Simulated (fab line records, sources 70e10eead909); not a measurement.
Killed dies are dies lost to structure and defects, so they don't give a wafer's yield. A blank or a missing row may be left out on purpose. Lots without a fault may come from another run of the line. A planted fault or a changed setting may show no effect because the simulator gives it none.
fab line records | flow nand_harc
record lots=11 wafers=33 last_day=24
route steps=1159 shown P_GATE@143 P_CONTACT@230 END@1159
lots that met no fault: from a run of the same line without faults
start_h: hours from the record's first day to the start of the lot's first wafer shown | wait_h: hours since the lot's step before | " the same as in the row above | L1.1+2: a row that stands for several wafers | - no value, or no start given | * or withheld: withheld | < > ~ a bound
route shown NAME@n: a module of which the file shows steps, and the number in the route of the first | usual: mean/standard deviation of fault-free wafers | same: alike in all rows | chamber/n: place in a boat | sites: the reading at each site | _std_site: their standard deviation | _edge_site: outer sites' mean less inner sites' | radius_mm: how far each site lies from the wafer's centre | mask NAME#n: copy n | behind: the tool/chamber that last shaped the wafer | hold: why the lot was held/for how many hours/how that ended | device: the transistor (n, p or np) that didn't switch | end of line: the same wafers' tests at the end of the route | a step without rows: its recipe alone | killed: dies lost to structure and defects at the first sort, not the wafer's yield | map: a wafer's dies, x killed, . not, _ none there
set.NAME: the setting as run; set.NAME@STEP: as run at that earlier step | model.NAME: the simulator's own value behind a step, which no gauge read
steps of the route over a sample of lots; a table a step, a row a wafer
services: from which hour (start_h, from the record's first day; less than 0 if before it) a tool's chamber was out of use, for how many hours, and why
## steps
# step NHARC_P_GATE_INSPECT_28
# usual raw_defect_count=6/3.3
# columns lot.wafer tool chamber start_h wait_h raw_defect_count
L540.2 defect_inspect-02 - 87.85 0.0 1
L540.4 " - " " 3
L540.6 " - " " 8
L542.2 defect_inspect-02 - 99.93 0.0 7
L542.3 " - " " 5
L542.6 " - " " 7
L541.2 defect_inspect-02 - 100.11 0.1 7
L541.3 " - " " 3
L541.5 " - " " 2
L544.2 defect_inspect-01 - 110.81 0.0 6
L544.3 " - " " 8
L544.5 " - " " 4
L550.3 defect_inspect-02 - 157.97 0.0 5
L550.4 " - " " 6
L550.5 " - " " 5
L554.2 defect_inspect-01 - 167.02 0.0 7
L554.5 " - " " 7
L554.6 " - " " 9
L557.2 defect_inspect-01 - 191.62 0.0 4
L557.3 " - " " 4
L557.6 " - " " 6
L560.3 defect_inspect-02 - 203.18 0.0 7
L560.4 " - " " 4
L560.5 " - " " 1
L559.2 defect_inspect-02 - 203.25 0.0 2
L559.3 " - " " 5
L559.5 " - " " 10
L562.3 defect_inspect-02 - 225.07 0.0 13
L562.5 " - " " 6
L562.6 " - " " 8
L563.2 defect_inspect-01 - 230.65 0.0 8
L563.5 " - " " 7
L563.6 " - " " 8
# step NHARC_P_CONTACT_PEB_10
# recipe peb_temp_c=100 peb_time_s=65
# usual heater_power_total_W=156.6/0.41
# columns lot.wafer tool chamber start_h wait_h heater_power_total_W
L540.2 litho_track-06 0 110.18 0.1 157.1
L540.4 " 0 " " 156.3
L540.6 " 0 " " 156.0
L541.2 litho_track-01 0 120.67 0.1 157.1
L541.3 " 0 " " 156.6
L541.5 " 0 " " 156.4
L542.2 litho_track-01 0 122.86 0.1 157.1
L542.3 " 0 " " 156.9
L542.6 " 0 " " 156.4
L544.2 litho_track-04 0 130.58 0.1 155.8
L544.3 " 0 " " 156.8
L544.5 " 0 " " 157.1
L550.3 litho_track-01 0 178.10 0.0 173.3
L550.4 " 0 " " 173.9
L550.5 " 0 " " 173.6
L554.2 litho_track-01 0 187.08 0.1 172.5
L554.5 " 0 " " 173.9
L554.6 " 0 " " 173.2
L557.2 litho_track-06 0 212.68 0.1 156.1
L557.3 " 0 " " 156.8
L557.6 " 0 " " 157.2
L560.3 litho_track-04 0 223.29 0.0 156.1
L560.4 " 0 " " 157.1
L560.5 " 0 " " 157.2
L559.2 litho_track-06 0 223.71 0.1 157.2
L559.3 " 0 " " 155.9
L559.5 " 0 " " 156.5
L562.3 litho_track-04 0 245.12 0.0 157.1
L562.5 " 0 " " 155.9
L562.6 " 0 " " 156.3
L563.2 litho_track-01 0 251.01 0.1 157.0
L563.5 " 0 " " 156.1
L563.6 " 0 " " 157.1
# step NHARC_P_CONTACT_CD_MEAS_12
# recipe target_cd_nm=90 landing_energy_ev=500
# usual cd_nm=89.9/0.57
# columns lot.wafer tool chamber start_h wait_h cd_nm
L540.2 cd_sem-01 0 110.26 - 90.1
L540.4 " 0 " " 89.3
L540.6 " 0 " " 89.7
L541.2 cd_sem-03 0 120.75 - 90.7
L541.3 " 0 " " 90.4
L541.5 " 0 " " 90.9
L542.2 cd_sem-02 0 122.95 - 90.9
L542.3 " 0 " " 90.8
L542.6 " 0 " " 89.7
L544.2 cd_sem-03 0 130.66 - 89.5
L544.3 " 0 " " 89.7
L544.5 " 0 " " 89.8
L550.3 cd_sem-01 0 178.18 - 83.8
L550.4 " 0 " " 83.4
L550.5 " 0 " " 83.1
L554.2 cd_sem-01 0 187.17 - 83.5
L554.5 " 0 " " 83.0
L554.6 " 0 " " 82.6
L557.2 cd_sem-01 0 212.76 - 90.0
L557.3 " 0 " " 89.6
L557.6 " 0 " " 90.7
L560.3 cd_sem-01 0 223.38 - 90.5
L560.4 " 0 " " 90.4
L560.5 " 0 " " 89.6
L559.2 cd_sem-01 0 223.79 - 90.5
L559.3 " 0 " " 89.9
L559.5 " 0 " " 90.5
L562.3 cd_sem-01 0 245.20 - 89.5
L562.5 " 0 " " 90.3
L562.6 " 0 " " 89.3
L563.2 cd_sem-02 0 251.09 - 89.4
L563.5 " 0 " " 89.6
L563.6 " 0 " " 90.4
# step NHARC_P_CONTACT_DESCUM_17
# recipe time_s=3 o2_flow_sccm=200 ar_flow_sccm=0 bias_power_w=0 chemistry=O2
# usual drypump_motor_current_A=5.8/0.46 mfc_ar_sccm=0.010/0.013 oes_product_au=1.000/0.0087 rf_vpp_V=57.6/0.85 showerhead_plenum_p_Torr=1.88/0.084 throttle_valve_pct=11.312/0.0091
# columns lot.wafer tool chamber start_h wait_h drypump_motor_current_A mfc_ar_sccm oes_product_au rf_hours_counter_h rf_vpp_V showerhead_plenum_p_Torr throttle_valve_pct
L540.4 rie_diel-04 2 110.45 0.1 5.7 0.028 1.002 19 56.5 1.79 11.306
L540.2 " 0 " " 5.9 0.012 1.001 17 58.9 2.03 11.311
L540.6 " 1 " " 5.1 0.037 0.996 - 57.7 1.87 11.320
L541.2 rie_diel-13 0 120.93 0.1 5.4 0.007 0.997 5 58.1 2.00 11.325
L541.3 " 1 " " 5.4 0 1.006 5 57.0 1.95 11.298
L541.5 " 0 " " 5.4 0.007 1.001 - 57.2 2.00 11.297
L542.2 rie_diel-08 1 123.15 0.1 6.8 0.004 1.012 15 58.3 1.86 11.315
L542.3 " 2 " " 6.0 0 0.996 13 57.2 1.95 11.321
L542.6 " 0 " " 5.8 0.006 0.988 - 56.7 1.98 11.309
L544.2 rie_diel-04 3 130.85 0.1 6.4 0 1.004 1 58.5 1.79 11.301
L544.3 " 0 " " 5.9 0.012 0.994 1 56.0 2.03 11.313
L544.5 " 3 " " 6.4 0 1.005 - 56.5 1.79 11.329
L550.3 rie_diel-04 2 178.37 0.1 5.7 0.028 0.999 7 57.0 1.79 11.300
L550.4 " 0 " " 5.9 0.012 0.988 6 58.3 2.03 11.314
L550.5 " 2 " " 5.7 0.028 1.016 - 58.4 1.79 11.317
L554.2 rie_diel-08 3 187.38 0.1 5.9 0 1.000 4 56.7 1.83 11.334
L554.6 " 0 " " 5.8 0.006 1.008 - 58.7 1.97 11.309
L554.5 " 1 " " 6.8 0.004 0.999 - 56.6 1.86 11.304
L557.3 rie_diel-08 1 212.94 0.1 6.8 0.004 0.987 8 58.3 1.85 11.317
L557.2 " 2 " " 6.0 0 0.993 7 57.3 1.94 11.304
L557.6 " 2 " " 6.0 0 0.984 - 58.7 1.94 11.330
L560.3 rie_diel-08 0 223.56 0.1 5.8 0.006 1.012 9 57.4 1.97 11.307
L560.5 " 1 " " 6.8 0.004 1.007 - 56.0 1.85 11.317
L560.4 " 3 " " 5.9 0 0.999 - 56.6 1.83 11.309
L559.3 rie_diel-13 0 223.98 0.1 5.3 0.007 1.014 43 57.4 1.98 11.327
L559.2 " 1 " " 5.4 0 1.009 36 56.9 1.94 11.314
L559.5 " 0 " " 5.3 0.007 1.004 - 58.0 1.98 11.311
L562.3 rie_diel-04 0 245.39 0.1 5.9 0.012 0.988 14 58.8 2.03 11.306
L562.6 " 3 " " 6.3 0 0.998 - 56.1 1.79 11.305
L562.5 " 0 " " 5.9 0.012 0.986 - 58.4 2.03 11.310
L563.2 rie_diel-04 1 251.28 0.1 5.1 0.037 0.991 15 56.0 1.86 11.306
L563.5 " 0 " " 5.9 0.012 0.995 - 58.2 2.03 11.319
L563.6 " 1 " " 5.1 0.037 1.002 - 57.5 1.87 11.308
# step NHARC_P_CONTACT_ETCH_36
# recipe target_depth_a=2600 over_etch_frac=0.25 time_s=406.25 ion_energy_ev=200 n2_flow_sccm=150 h2_flow_sccm=150 ar_flow_sccm=0 rf_w=400 bias_w=150 chemistry=N2/H2
# usual drypump_motor_current_A=5.8/0.46 mfc_ar_sccm=0.010/0.013 oes_product_au=0.998/0.0085 rf_vpp_V=429.7/2.6 showerhead_plenum_p_Torr=2.01/0.091 throttle_valve_pct=14.171/0.0085
# columns lot.wafer tool chamber start_h wait_h drypump_motor_current_A mfc_ar_sccm oes_product_au rf_hours_counter_h rf_vpp_V showerhead_plenum_p_Torr throttle_valve_pct
L540.4 rie_diel-04 2 - - 5.7 0.028 1.003 19 426.8 1.91 14.172
L540.2 " 0 " " 5.9 0.012 0.990 17 435.8 2.17 14.165
L540.6 " 2 " " 5.7 0.028 1.000 - 427.4 1.91 14.163
L541.2 rie_diel-13 1 - - 5.4 0 1.006 5 432.6 2.09 14.173
L541.3 " 0 " " 5.3 0.007 1.013 5 432.1 2.13 14.179
L541.5 " 1 " " 5.3 0 1.003 - 431.0 2.08 14.156
L542.2 rie_diel-08 1 - - 6.8 0.004 1.001 15 431.0 1.98 14.161
L542.3 " 3 " " 5.9 0 0.989 13 429.8 1.95 14.176
L542.6 " 1 " " 6.8 0.004 1.006 - 430.2 1.98 14.179
L544.3 rie_diel-04 3 - - 6.3 0 1.002 1 426.9 1.91 14.166
L544.2 " 0 " " 5.9 0.012 0.991 1 433.4 2.17 14.170
L544.5 " 2 " " 5.7 0.028 1.001 - 425.9 1.91 14.157
L550.4 rie_diel-04 1 - - 5.1 0.037 0.999 7 428.6 1.99 14.171
L550.3 " 2 " " 5.7 0.028 0.996 7 426.4 1.90 14.171
L550.5 " 0 " " 5.9 0.012 0.999 - 432.5 2.17 14.164
L554.2 rie_diel-08 0 - - 5.8 0.006 1.026 5 433.1 2.11 14.163
L554.6 " 2 " " 6.0 0 1.003 - 431.4 2.07 14.174
L554.5 " 3 " " 5.9 0 0.993 - 427.1 1.95 14.169
L557.2 rie_diel-08 2 - - 6.0 0 0.992 7 430.3 2.07 14.174
L557.3 " 3 " " 5.9 0 0.993 7 428.7 1.95 14.164
L557.6 " 1 " " 6.7 0.004 0.981 - 429.9 1.97 14.165
L560.3 rie_diel-08 3 - - 5.9 0 1.001 9 428.6 1.95 14.172
L560.4 " 3 " " 5.9 0 0.995 - 428.3 1.95 14.177
L560.5 " 0 " " 5.8 0.006 1.009 - 432.8 2.10 14.165
L559.2 rie_diel-13 2 - - 5.5 0 0.992 43 426.2 1.90 14.183
L559.3 " 3 " " 5.8 0 1.013 46 425.4 1.89 14.167
L559.5 " 2 " " 5.5 0 0.993 - 426.4 1.90 14.165
L562.3 rie_diel-04 2 - - 5.7 0.028 0.995 13 425.1 1.90 14.158
L562.5 " 1 " " 5.1 0.037 0.999 - 429.8 1.99 14.161
L562.6 " 2 " " 5.7 0.028 0.999 - 425.1 1.90 14.180
L563.2 rie_diel-04 1 - - 5.1 0.037 0.991 16 429.4 1.99 14.172
L563.6 " 1 " " 5.1 0.037 1.004 - 429.2 1.99 14.171
L563.5 " 2 " " 5.7 0.028 0.989 - 427.1 1.90 14.159
# step NHARC_P_CONTACT_CD_MEAS_19
# usual cd_nm=89.9/1.5
# columns lot.wafer tool chamber start_h wait_h cd_nm
L540.2 cd_sem-02 - 111.32 - 92.6
L540.4 " - " " 88.2
L540.6 " - " " 86.9
L541.2 cd_sem-01 - 122.05 - 92.2
L541.3 " - " " 91.8
L541.5 " - " " 92.9
L542.2 cd_sem-02 - 124.11 - 90.4
L542.3 " - " " 91.8
L542.6 " - " " 89.7
L544.2 cd_sem-02 - 131.72 - 88.7
L544.3 " - " " 89.7
L544.5 " - " " 88.7
L550.3 cd_sem-01 - 179.23 - 82.1
L550.4 " - " " 84.0
L550.5 " - " " 81.7
L554.2 cd_sem-02 - 188.23 - 81.6
L554.5 " - " " 82.5
L554.6 " - " " 81.2
L557.2 cd_sem-01 - 213.82 - 90.2
L557.3 " - " " 89.6
L557.6 " - " " 89.9
L560.3 cd_sem-03 - 224.52 - 91.5
L560.4 " - " " 91.0
L560.5 " - " " 89.7
L559.2 cd_sem-01 - 224.89 - 89.1
L559.3 " - " " 88.1
L559.5 " - " " 88.1
L562.3 cd_sem-03 - 246.25 - 89.6
L562.5 " - " " 90.7
L562.6 " - " " 88.2
L563.2 cd_sem-02 - 252.37 - 90.0
L563.5 " - " " 89.7
L563.6 " - " " 90.5
# step NHARC_END_SORT_01
# recipe temp_c=25
# usual killed_at_array=21/8.9 killed_at_other=0.8/1.3 killed_at_periphery=3.6/2.4 killed_dies=26/8.9 killed_open=3.1/1.8 killed_short=1.9/1.3
# same gross_dies=677
# columns lot.wafer tool chamber start_h wait_h killed_at_array killed_at_other killed_at_periphery killed_dies killed_open killed_short
L554.6 prober-01 0 519.74 4.0 8 7 7 22 2 0
L550.3 prober-02 0 517.36 3.1 29 2 4 35 2 3
# killed by level:class
L550.3 A_CHANNEL_HOLE_D1:chamber_film_flake=15 A_SLIT:chamber_film_flake=8 A_CONTACT:chamber_film_flake=3 P_CONTACT:geometric_particle:open=1 P_M0:geometric_particle:short=1 A_M0:geometric_particle:short=1 A_M1:geometric_particle:open=1 P_ZERO_WELL:chamber_film_flake=1
L554.6 HYBRID_BOND:chamber_film_flake=6 A_CHANNEL_HOLE_D1:chamber_film_flake=4 P_GATE:chamber_film_flake=3 P_CONTACT:geometric_particle:open=1 P_ZERO_WELL:chamber_film_flake=1 P_M2:chamber_film_flake=1 STARTING-WAFER:geometric_particle:open=1 A_ZERO_WELL:chamber_film_flake=1
## services
# columns tool chamber start_h hours kind
rie_diel-04 0 90.94 - clean
rie_diel-04 1 90.94 - clean
rie_diel-04 2 90.94 - clean
rie_diel-04 3 90.94 - clean
litho_track-01 - 93.00 7.0 pm
rie_diel-04 0 98.53 4.5 repair
rie_diel-13 - 99.00 9.0 pm
rie_diel-04 - 111.94 9.0 pm
rie_diel-04 0 111.94 9.0 vent_cycle
rie_diel-04 1 111.94 9.0 vent_cycle
rie_diel-04 2 111.94 9.0 vent_cycle
rie_diel-04 3 111.94 9.0 vent_cycle
litho_track-06 - 117.00 7.0 pm
rie_diel-13 2 119.04 3.8 repair
rie_diel-04 0 120.94 - clean
rie_diel-04 1 120.94 - clean
rie_diel-08 - 124.80 9.0 pm
litho_track-04 - 141.00 7.0 pm
rie_diel-13 1 144.18 5.4 repair
rie_diel-13 1 165.26 10.3 repair
rie_diel-04 2 183.10 4.2 repair
rie_diel-04 2 195.37 6.4 repair
rie_diel-04 2 209.85 3.1 repair
rie_diel-08 2 217.48 6.4 repair
## key
first_sign step=NHARC_P_CONTACT_PEB_10 reading=heater_power_total_W direction=up sigmas=41 usual=* struck=*
effect step=NHARC_P_CONTACT_CD_MEAS_12 reading=cd_nm direction=down sigmas=12 usual=89.9 struck=83.2
effect step=NHARC_P_CONTACT_CD_MEAS_19 reading=cd_nm direction=down sigmas=5.1 usual=89.9 struck=82.2
met_at NHARC_P_CONTACT_PEB_10
struck_lots L550,L554
tester_left_out L550,L554
not_acting_at NHARC_P_GATE_INSPECT_28,NHARC_P_CONTACT_DESCUM_17,NHARC_P_CONTACT_ETCH_36
onset_between 122.86 178.10
fault kind=process_parameter_drift tool=litho_track-01 chamber=- onset_h=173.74 steps=NHARC_P_CONTACT_PEB_10 channel=peb_time_s offset=* shape=step end_h=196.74 acts_in=* stated=*
# tester_left_out: of these lots the tester's yield and bins aren't shown, on N5 and GAA mostly nor the transistor test; their killed dies are dies lost to structure and defects alone, not to doping, threshold or leakage, so they don't give the yield
